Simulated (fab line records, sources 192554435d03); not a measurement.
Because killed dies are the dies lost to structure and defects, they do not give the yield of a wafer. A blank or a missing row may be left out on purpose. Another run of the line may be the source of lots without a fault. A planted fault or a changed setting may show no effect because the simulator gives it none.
Chamber matching    flow n5_finfet    pecvd-02 running N5_FIN_SAQP_PECVD_48: 3 sister chambers
The step deposits SiNx from SiH4/NH3/N2, target thk 25 nm, time 22.1 s. 3 wafers are shown with their chamber, then 7 later ones without.

EACH WAFER AND ITS CHAMBER
wafer   chamber  throttle_valve_pct (%)
L085.4  0        41.3
L086.1  1        42.7
L086.4  2        38.5

WAFERS WITH NO CHAMBER GIVEN
wafer   throttle_valve_pct (%)
L086.5  41.7
L089.1  42.6
L089.3  41.7
L089.6  41.5
L090.1  38.9
L090.4  38.9
L090.6  41.7

THE CHAMBER EACH PASSED THROUGH
wafer   from the rows above      in truth
L086.5  can't be placed: 0 or 1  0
L089.1  1                        1
L089.3  can't be placed: 0 or 1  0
L089.6  0                        0
L090.1  2                        2
L090.4  2                        2
L090.6  can't be placed: 0 or 1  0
Correctly placed: 4 of 7. From these rows, 3 cannot be placed; in 3 the true chamber is one of the candidates. 0 placed wrongly.
How it was worked out, from the rows above alone: a wafer's distance from a chamber is the root of the sum, over the readings, of the square of ((its reading less the chamber's mean) divided by the reading's scatter). If the next closest chamber is less than 2 further off than the closest, the wafer can't be placed; otherwise it belongs to the closest. Each chamber's mean is taken over the wafers shown for it. The scatter (one wafer shown for each chamber): square how far every hidden wafer sits from the nearest shown wafer, average those squares and take the square root.
